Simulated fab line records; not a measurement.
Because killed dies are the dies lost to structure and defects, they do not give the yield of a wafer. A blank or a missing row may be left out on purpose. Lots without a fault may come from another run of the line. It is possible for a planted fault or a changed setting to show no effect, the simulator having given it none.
fab line records	flow n5Finfet	part 2 of 2: steps 5 to 6 of 6
record: lots: 24	wafers: 72	lastDay: 18
route steps=1938 shown BEOL_M5@1177 BEOL_M6@1211
lots with no fault: from the same line, run without faults
startH: start of the lot's first displayed wafer, in hours after the record's first day	waitH: how many hours have passed since the lot's step before this one	" repeats the value in the row above	L1.1+2: several wafers, shown together as one row	- either no value or no given start	* or withheld: withheld	< > ~ a bound
route shown NAME@n: names a module that has steps shown in the file, with the first one's number in the route	usual: mean and standard deviation over wafers with no fault	same: alike in all rows	chamber/n: place in a boat	sites: per-site readings	_std_site: their standard deviation	_edge_site: mean of outer sites minus mean of inner sites	radiusMm: for every site, how far away it sits from the centre of the wafer	mask NAME#n: copy n	behind: tool/chamber where the wafer was last shaped	hold: why the lot was held/for how many hours/how that ended	device: which transistor (n, p or np) failed to switch	end of line: the tests these same wafers got at the end of their route	a step with no rows: only its recipe	killed: not the wafer's yield, but the dies lost to structure and defects at the first sort	map: dies across one wafer; x = killed, . = not, _ = none there
set.NAME: the setting the step ran with; set.NAME@STEP: the setting that earlier step ran with	model.NAME: the simulator's own value behind a step, which no gauge read
route steps across a sampled set of lots; one table per step, one row per wafer
services: when a tool's chamber went out of use (startH, in hours from the record's first day, below 0 if earlier), for how many hours, and the reason
== steps ==
step: N5_BEOL_M6_DESCUM_33
recipe: chemistry: O2	timeS: 7	sourcePowerW: 50	biasPowerW: 20	pressureMtorr: 20	rfFrequencyHz: 2.712e+07	tempC: 40	resist: CAR-EUV	o2FlowSccm: 225
usual: drypumpMotorCurrentA: 5.6/0.49	oesProductAu: 0.79/0.058	rfVppV: 242.8/1.4	showerheadPlenumPTorr: 2.07/0.081	throttleValvePct: 20.39/0.11
lot.wafer	tool	chamber	startH	waitH	drypumpMotorCurrentA	oesProductAu	rfHoursCounterH	rfVppV	showerheadPlenumPTorr	throttleValvePct
L074.3	rieDiel-02	1	191.81	0.2	6.1	0.75	146	243.6	1.99	20.41
L074.4	"	2	"	"	5.7	0.87	52	242.7	2.02	20.42
L074.6	"	2	"	"	5.7	0.88	-	243.0	2.02	20.42
L075.1	rieDiel-04	1	196.26	0.0	5.4	0.74	145	243.1	2.01	20.47
L075.3	"	2	"	"	4.7	0.88	47	242.9	2.12	20.15
L075.5	"	1	"	"	5.4	0.75	-	242.1	2.01	20.48
L076.3	rieDiel-01	3	205.11	0.0	6.2	0.77	124	240.7	2.02	20.42
L076.5	"	2	"	"	5.6	0.77	-	243.7	2.10	20.45
L076.6	"	1	"	"	5.0	0.93	-	245.9	2.25	20.46
L077.1	rieDiel-01	2	210.19	0.0	5.6	0.76	139	241.3	2.10	20.45
L077.2	"	0	"	"	6.2	0.82	78	243.5	2.02	20.36
L077.6	"	0	"	"	6.2	0.81	-	241.9	2.02	20.36
L078.3	rieDiel-04	1	216.66	0.0	5.4	0.75	156	242.4	2.00	20.51
L078.5	"	2	"	"	4.7	0.86	-	243.0	2.12	20.16
L078.6	"	1	"	"	5.4	0.74	-	241.8	2.00	20.49
L079.2	rieDiel-01	0	233.02	0.0	6.2	0.82	85	241.4	2.02	20.37
L079.3	"	3	"	"	6.2	0.76	134	241.7	2.02	20.42
L079.6	"	3	"	"	6.2	0.76	-	241.1	2.02	20.43
L081.1	rieDiel-04	1	235.23	0.0	5.4	0.73	161	242.0	2.00	20.52
L081.3	"	0	"	"	6.1	0.84	61	241.0	2.02	20.23
L081.6	"	3	"	"	5.5	0.82	-	243.2	2.12	20.42
L080.1	rieDiel-04	0	236.41	0.0	6.1	0.84	61	243.7	2.02	20.23
L080.2	"	2	"	"	4.7	0.85	65	242.7	2.12	20.15
L080.3	"	1	"	"	5.4	0.74	161	242.1	2.00	20.51
L082.4	rieDiel-04	1	240.84	0.5	5.4	0.74	162	241.1	2.00	20.50
L082.5	"	0	"	"	6.1	0.84	-	241.7	2.02	20.23
L082.6	"	3	"	"	5.5	0.83	-	245.6	2.12	20.42
L083.3	rieDiel-02	0	243.78	0.3	5.3	0.68	219	241.7	2.05	20.44
L083.4	"	3	"	"	5.9	0.74	160	244.7	2.18	20.17
L083.6	"	0	"	"	5.2	0.68	-	242.7	2.05	20.43
L084.1	rieDiel-01	3	253.73	0.1	6.2	0.76	141	240.4	2.01	20.42
L084.4	"	1	"	"	5.1	0.89	25	244.3	2.24	20.47
L084.6	"	0	"	"	6.2	0.82	-	241.6	2.02	20.38
L085.2	rieDiel-01	0	261.57	0.2	6.2	0.81	96	240.3	2.02	20.39
L085.3	"	3	"	"	6.2	0.76	145	242.3	2.01	20.45
L085.4	"	1	"	"	5.0	0.88	-	246.9	2.24	20.48
L086.1	rieDiel-01	2	264.84	0.0	5.6	0.75	152	243.2	2.10	20.48
L086.2	"	3	"	"	6.1	0.75	147	242.2	2.01	20.44
L086.3	"	1	"	"	5.1	0.88	30	245.5	2.24	20.48
L087.1	rieDiel-04	2	265.01	0.0	4.7	0.83	76	241.8	2.11	20.19
L087.4	"	1	"	"	5.4	0.73	171	242.1	2.00	20.52
L087.5	"	2	"	"	4.7	0.83	-	244.8	2.11	20.19
L089.3	rieDiel-01	0	295.30	0.4	6.2	0.78	107	241.6	2.01	20.40
L089.4	"	3	"	"	6.2	0.75	156	242.8	2.01	20.46
L089.6	"	3	"	"	6.2	0.75	-	243.1	2.01	20.45
L088.1	rieDiel-04	0	296.00	0.2	6.2	0.82	81	241.8	2.01	20.24
L088.3	"	1	"	"	5.4	0.72	176	242.4	2.00	20.53
L088.6	"	3	"	"	5.5	0.80	-	244.2	2.12	20.44
L090.2	rieDiel-01	3	298.31	0.1	6.2	0.74	157	240.6	2.01	20.45
L090.4	"	1	"	"	5.0	0.85	40	244.0	2.24	20.50
L090.6	"	1	"	"	5.0	0.86	-	245.6	2.24	20.51
L093.2	rieDiel-04	3	301.61	0.0	5.5	0.80	88	243.9	2.12	20.44
L093.4	"	1	"	"	5.4	0.73	177	241.3	2.00	20.55
L093.5	"	2	"	"	4.7	0.83	-	242.4	2.11	20.22
L091.2	rieDiel-02	0	301.65	0.0	5.2	0.67	236	242.8	2.05	20.45
L091.4	"	2	"	"	5.7	0.83	86	243.2	2.01	20.47
L091.5	"	2	"	"	5.7	0.84	-	241.4	2.01	20.45
L096.2	rieDiel-02	2	332.02	0.0	5.7	0.82	98	241.5	2.00	20.48
L096.4	"	3	"	"	5.9	0.73	187	244.4	2.18	20.22
L096.6	"	1	"	"	6.2	0.72	-	241.8	1.97	20.48
L092.1	rieDiel-02	0	342.70	0.0	5.3	0.65	247	243.0	2.05	20.47
L092.2	"	2	"	"	5.7	0.81	100	242.5	2.00	20.48
L092.5	"	2	"	"	5.7	0.82	-	241.7	2.00	20.50
L095.2	rieDiel-01	1	342.79	0.1	5.0	0.84	55	242.9	2.23	20.54
L095.3	"	0	"	"	6.2	0.78	123	241.0	2.01	20.43
L095.5	"	3	"	"	6.1	0.74	-	241.5	2.01	20.46
L094.3	rieDiel-04	3	343.56	0.4	5.5	0.79	100	244.3	2.11	20.46
L094.4	"	1	"	"	5.4	0.71	189	241.7	1.99	20.55
L094.5	"	1	"	"	5.4	0.73	-	241.4	1.99	20.54
L097.2	rieDiel-01	3	344.68	0.0	6.2	0.74	169	241.3	2.01	20.47
L097.3	"	2	"	"	5.6	0.74	176	244.1	2.09	20.51
L097.5	"	0	"	"	6.2	0.77	-	242.1	2.01	20.43
step: N5_BEOL_M6_VIA_ETCH_34
recipe: chemistry: C4F6/O2	target: SiCOH_lowk	targetDepthA: 1263	maskMaterial: SOC	taperDeg: 4	timeS: 50.9	ionEnergyEv: 250	pressureMtorr: 30	sourceW: 345	biasW: 185	Ar_flow_sccm: 300	C4F6_flow_sccm: 10	O2_flow_sccm: 10
usual: biasW: 185.0/0.6	drypumpMotorCurrentA: 5.6/0.5	oesProductAu: 0.79/0.058	rfVppV: 666/14	showerheadPlenumPTorr: 2.83/0.094	throttleValvePct: 20.91/0.14
lot.wafer	tool	chamber	startH	waitH	biasW	drypumpMotorCurrentA	oesProductAu	rfHoursCounterH	rfVppV	showerheadPlenumPTorr	throttleValvePct
L074.3	rieDiel-02	1	191.99	0.0	184.9	6.1	0.75	146	657	2.74	21.00
L074.4	"	2	"	"	185.2	5.7	0.88	52	637	2.79	21.11
L074.6	"	2	"	"	184.8	5.7	0.87	-	638	2.79	21.10
L075.1	rieDiel-04	1	196.44	0.0	184.7	5.4	0.75	145	656	2.73	20.88
L075.3	"	2	"	"	183.9	4.7	0.88	47	674	2.88	20.60
L075.5	"	1	"	"	184.9	5.4	0.76	-	655	2.73	20.88
L076.3	rieDiel-01	3	205.29	0.0	185.1	6.2	0.77	124	680	2.76	20.89
L076.5	"	2	"	"	186.1	5.6	0.77	-	677	2.85	20.89
L076.6	"	1	"	"	185.3	5.0	0.93	-	671	3.02	20.80
L077.1	rieDiel-01	2	210.37	0.0	185.6	5.7	0.75	139	678	2.85	20.88
L077.2	"	0	"	"	185.2	6.3	0.82	78	645	2.77	20.90
L077.6	"	0	"	"	184.4	6.3	0.82	-	645	2.77	20.90
L078.3	rieDiel-04	1	216.84	0.0	185.0	5.4	0.74	156	655	2.72	20.90
L078.5	"	2	"	"	184.6	4.7	0.85	-	675	2.88	20.63
L078.6	"	1	"	"	184.0	5.4	0.74	-	655	2.72	20.87
L079.2	rieDiel-01	0	233.20	0.0	185.3	6.2	0.80	85	644	2.77	20.92
L079.3	"	3	"	"	185.8	6.2	0.75	134	681	2.75	20.89
L079.6	"	3	"	"	185.7	6.2	0.75	-	681	2.75	20.89
L081.1	rieDiel-04	1	235.41	0.0	184.5	5.4	0.73	161	656	2.72	20.90
L081.3	"	0	"	"	185.8	6.1	0.84	61	667	2.79	20.95
L081.6	"	3	"	"	184.5	5.5	0.82	-	678	2.91	21.02
L080.1	rieDiel-04	0	236.59	0.0	185.4	6.1	0.84	61	668	2.79	20.95
L080.2	"	2	"	"	186.1	4.7	0.84	65	674	2.88	20.64
L080.3	"	1	"	"	184.3	5.4	0.74	161	656	2.72	20.90
L082.4	rieDiel-04	1	241.02	0.0	184.8	5.4	0.75	163	656	2.72	20.91
L082.5	"	0	"	"	185.5	6.1	0.84	-	667	2.79	20.95
L082.6	"	3	"	"	185.1	5.5	0.83	-	677	2.91	21.04
L083.3	rieDiel-02	0	243.96	0.0	186.1	5.2	0.69	219	665	2.83	21.09
L083.4	"	3	"	"	185.3	5.9	0.74	160	682	2.97	20.66
L083.6	"	0	"	"	185.2	5.2	0.68	-	666	2.83	21.08
L084.1	rieDiel-01	3	253.91	0.0	184.5	6.2	0.75	141	681	2.75	20.90
L084.4	"	1	"	"	184.9	5.0	0.90	25	671	3.01	20.82
L084.6	"	0	"	"	184.3	6.2	0.81	-	645	2.76	20.95
L085.2	rieDiel-01	0	261.75	0.0	184.9	6.2	0.80	96	644	2.76	20.93
L085.3	"	3	"	"	185.3	6.2	0.75	146	682	2.75	20.92
L085.4	"	1	"	"	184.2	5.0	0.87	-	670	3.01	20.80
L086.1	rieDiel-01	2	265.02	0.0	185.4	5.6	0.75	152	679	2.85	20.89
L086.2	"	3	"	"	184.5	6.2	0.76	147	681	2.75	20.91
L086.3	"	1	"	"	185.1	5.1	0.87	31	670	3.01	20.82
L087.1	rieDiel-04	2	265.19	0.0	184.5	4.8	0.83	76	674	2.87	20.65
L087.4	"	1	"	"	185.0	5.4	0.73	171	655	2.72	20.91
L087.5	"	2	"	"	185.2	4.7	0.83	-	676	2.87	20.66
L089.3	rieDiel-01	0	295.48	0.0	186.3	6.2	0.78	107	644	2.76	20.94
L089.4	"	3	"	"	185.3	6.2	0.76	156	681	2.74	20.92
L089.6	"	3	"	"	185.0	6.1	0.75	-	681	2.74	20.93
L088.1	rieDiel-04	0	296.18	0.0	184.7	6.1	0.82	81	666	2.79	20.97
L088.3	"	1	"	"	185.0	5.4	0.73	176	656	2.72	20.92
L088.6	"	3	"	"	184.5	5.5	0.80	-	678	2.90	21.04
L090.2	rieDiel-01	3	298.49	0.0	184.9	6.2	0.75	157	681	2.74	20.93
L090.4	"	1	"	"	185.3	5.0	0.86	40	669	3.01	20.82
L090.6	"	1	"	"	184.9	5.0	0.87	-	671	3.01	20.82
L093.2	rieDiel-04	3	301.79	0.0	184.8	5.5	0.81	88	677	2.90	21.07
L093.4	"	1	"	"	186.1	5.4	0.73	177	656	2.72	20.92
L093.5	"	2	"	"	185.1	4.7	0.83	-	674	2.87	20.66
L091.2	rieDiel-02	0	301.83	0.0	184.7	5.2	0.67	236	666	2.82	21.10
L091.4	"	2	"	"	185.2	5.7	0.83	86	637	2.78	21.15
L091.5	"	2	"	"	185.3	5.7	0.84	-	637	2.77	21.15
L096.2	rieDiel-02	2	332.20	0.0	185.7	5.7	0.82	98	637	2.77	21.17
L096.4	"	3	"	"	185.0	5.9	0.72	187	680	2.96	20.69
L096.6	"	1	"	"	185.0	6.1	0.71	-	656	2.72	21.06
L092.1	rieDiel-02	0	342.88	0.0	184.9	5.2	0.66	247	664	2.82	21.11
L092.2	"	2	"	"	184.7	5.7	0.81	100	638	2.77	21.16
L092.5	"	2	"	"	184.6	5.7	0.82	-	637	2.77	21.17
L095.2	rieDiel-01	1	342.97	0.0	184.7	5.1	0.84	55	669	3.00	20.86
L095.3	"	0	"	"	185.6	6.2	0.77	123	644	2.75	20.97
L095.5	"	3	"	"	185.2	6.2	0.73	-	680	2.74	20.95
L094.3	rieDiel-04	3	343.74	0.0	185.2	5.5	0.78	100	675	2.90	21.07
L094.4	"	1	"	"	185.7	5.4	0.72	189	657	2.71	20.94
L094.5	"	1	"	"	185.7	5.4	0.72	-	654	2.71	20.94
L097.2	rieDiel-01	3	344.86	0.0	185.8	6.2	0.73	169	681	2.74	20.94
L097.3	"	2	"	"	185.2	5.6	0.73	176	679	2.84	20.93
L097.5	"	0	"	"	184.1	6.2	0.78	-	642	2.75	20.97
== services ==
tool	chamber	startH	hours	kind
rieDiel-01	1	162.05	-	clean
rieDiel-01	1	162.05	-	consumableReplace:focusRing
rieDiel-01	1	162.05	-	consumableReplace:showerhead
rieDiel-01	1	162.05	22.6	scheduledDown
rieDiel-01	1	162.05	22.6	ventCycle
rieDiel-01	-	196.61	0.9	repair
rieDiel-04	3	198.02	17.3	repair
rieDiel-02	2	220.41	6.5	repair
rieDiel-04	1	221.06	3.8	repair
cvdCo-01	2	231.13	12.4	repair
rieDiel-01	2	231.74	9.0	repair
pvdSputter-01	-	272.12	7.8	repair
rieDiel-04	1	279.28	15.5	repair
rieDiel-01	3	303.58	4.3	repair
rieDiel-04	1	320.36	8.2	repair
cvdCo-02	1	333.33	-	clean
cvdCo-02	1	333.33	22.0	scheduledDown
cvdCo-02	1	333.33	22.0	ventCycle
